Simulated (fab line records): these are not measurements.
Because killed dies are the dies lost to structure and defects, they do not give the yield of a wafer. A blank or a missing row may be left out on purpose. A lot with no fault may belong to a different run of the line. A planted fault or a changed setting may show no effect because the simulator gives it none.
Chamber matching | flow n5Finfet | N5_BEOL_M10_STRIP_19 on rieDiel-04: 4 sister chambers
The step strips in O2. 8 wafers are shown with their chamber, then 9 later ones without.

== WAFERS WITH THEIR CHAMBER ==
wafer  | chamber | drypumpMotorCurrentA (A) | throttleValvePct (%)
L079.3 | 0       | 5.54                     | 16.71
L082.4 | 0       | 5.53                     | 16.71
L084.4 | 2       | 5.40                     | 16.21
L084.5 | 3       | 5.22                     | 16.68
L084.6 | 1       | 5.93                     | 16.67
L086.2 | 3       | 5.20                     | 16.70
L086.3 | 1       | 5.91                     | 16.73
L086.4 | 2       | 5.40                     | 16.22

== WAFERS WITHOUT THEIR CHAMBER ==
wafer  | drypumpMotorCurrentA (A) | throttleValvePct (%)
L090.1 | 5.51                     | 16.20
L090.2 | 5.39                     | 16.26
L090.4 | 5.22                     | 16.71
L089.2 | 5.92                     | 16.28
L089.4 | 5.53                     | 16.21
L089.5 | 5.52                     | 16.24
L093.1 | 5.52                     | 16.25
L093.2 | 5.92                     | 16.31
L093.4 | 5.21                     | 16.76

== WHICH CHAMBER EACH ONE RAN IN ==
wafer  | from the rows above | in truth
L090.1 | 2                   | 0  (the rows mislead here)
L090.2 | 2                   | 2
L090.4 | 3                   | 3
L089.2 | 1                   | 1
L089.4 | 2                   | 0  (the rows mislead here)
L089.5 | 2                   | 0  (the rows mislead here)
L093.1 | 2                   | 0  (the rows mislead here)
L093.2 | 1                   | 1
L093.4 | 3                   | 3
Correct placement for 5 of the 9. Number that these rows cannot place: 0. Wrongly placed: 4.
How it was worked out, from the rows above alone: a wafer's distance from a chamber is the root of the sum, over the readings, of the square of ((its reading less the chamber's mean) divided by the reading's scatter). The wafer belongs to the nearest chamber; if the next one is less than 2 further off, it can't be placed. Each chamber's mean is taken over the wafers shown for it. How the scatter is found: for the shown wafers, subtract from each reading the mean of its chamber, square and add these, divide the total by (wafers less chambers), then take the root.
